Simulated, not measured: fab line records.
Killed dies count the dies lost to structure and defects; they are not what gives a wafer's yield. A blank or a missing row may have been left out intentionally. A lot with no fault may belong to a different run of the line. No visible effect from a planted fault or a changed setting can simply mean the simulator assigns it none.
Which of the tools did it? | flow n5-finfet | 12 lots, 32 wafers sampled, at 2 steps of a route of 1938

## WHAT THE GAUGES READ, wafer by wafer
N5_MIM_BOT_LITHO_CD_MEAS_08 targets a cd of 3000 nm. Usual: cd-nm at 3000.8 nm, with a standard deviation of 2.
lot  | measured     | on        | cd-nm (nm)           | flag
L154 | day 12 09:59 | cd-sem-03 | 2998.6 3000.0        |
L156 | day 12 09:31 | cd-sem-01 | 2999.6 2999.0        |
L157 | day 13 03:10 | cd-sem-03 | 3002.1 3004.4 3001.8 |
L158 | day 13 03:25 | cd-sem-02 | 2999.7 2998.5 2996.3 |
L159 | day 13 07:23 | cd-sem-01 | 3003.4 3002.0 2999.9 |
L160 | day 13 03:34 | cd-sem-03 | 2997.6 3000.0 2998.7 |
L162 | day 14 05:35 | cd-sem-02 | 3005.3 2999.5        |
L163 | day 14 23:34 | cd-sem-01 | 2999.7 2998.6 3000.9 |
L164 | day 14 18:48 | cd-sem-01 | 3002.7 3001.3 3002.5 |
L165 | day 14 21:16 | cd-sem-01 | 3002.8 3002.9        |
L169 | day 16 07:19 | cd-sem-02 | 2999.9 2997.6 3001.4 |
L171 | day 16 04:59 | cd-sem-02 | 3003.4 3003.9 3002.6 |

## EACH LOT AND THE TOOL THAT RAN IT (in order: tool; ch and the chambers of the sampled wafers; start)
lot  | N5_BEOL_M0_WET_ETCH_106
L154 | wet-bench-01 ch 3,5, day 5 18:25
L156 | wet-bench-03 ch 0,7, day 6 10:55
L157 | wet-bench-03 ch 0,1,7, day 6 17:05
L158 | wet-bench-01 ch 4,6,7, day 6 23:01
L159 | wet-bench-06 ch 0,3,7, day 7 00:43
L160 | wet-bench-06 ch 2,4,7, day 7 08:15
L162 | wet-bench-01 ch 2,7, day 7 16:32
L163 | wet-bench-06 ch 4,6,7, day 7 22:10
L164 | wet-bench-01 ch 0,4,5, day 8 06:51
L165 | wet-bench-06 ch 1,4, day 8 13:41
L169 | wet-bench-03 ch 0,4,5, day 9 22:06
L171 | wet-bench-01 ch 0,6,7, day 10 05:43
- N5_BEOL_M0_WET_ETCH_106: etches SiO2 in DHF, target depth 130 nm, rinse time 30 s.

## AS READ BY THE TOOLS THEMSELVES (means over the sampled wafers that have a number; for cases with no such wafer, the mark the record gives instead)
N5_BEOL_M0_WET_ETCH_106. Usual: bath-heat-duty-pct 6.1 %, standard deviation 0.77; rinse-temp-c 22.99 C, standard deviation 0.098.
lot  | tool         | bath-heat-duty-pct (%) | rinse-temp-c (C) | flag
L154 | wet-bench-01 | 6.2                    | 23.05            |
L156 | wet-bench-03 | 6.2                    | 22.95            |
L157 | wet-bench-03 | 6.3                    | 22.95            |
L158 | wet-bench-01 | 6.4                    | 23.04            |
L159 | wet-bench-06 | 5.7                    | 23.13            |
L160 | wet-bench-06 | 6.2                    | 22.96            |
L162 | wet-bench-01 | 6.8                    | 23.06            |
L163 | wet-bench-06 | 5.6                    | 23.06            |
L164 | wet-bench-01 | 6.6                    | 22.94            |
L165 | wet-bench-06 | 5.5                    | 23.01            |
L169 | wet-bench-03 | 6.3                    | 22.89            |
L171 | wet-bench-01 | 7.1                    | 22.98            |

## THE ANSWER, worked out from the rows above alone
Rule: a lot is off if the mean of its wafers that have a number lies more than 3 standard deviations from the usual mean. Also off: a lot with no number at a reading for which 4 or more lots have one. Where the step has rows for the other lots, those lots are counted as sound. After the gauges, taken in route order, come the tools' own readings; for these a lot's mean is taken, as printed above. At the first step where some lot is off, the reading lying furthest off is the one used; lots without a number count as furthest.
Across all readings shown, no lot is off: no conclusion can be drawn from this.

## WHAT THE SIMULATOR HAD INSERTED
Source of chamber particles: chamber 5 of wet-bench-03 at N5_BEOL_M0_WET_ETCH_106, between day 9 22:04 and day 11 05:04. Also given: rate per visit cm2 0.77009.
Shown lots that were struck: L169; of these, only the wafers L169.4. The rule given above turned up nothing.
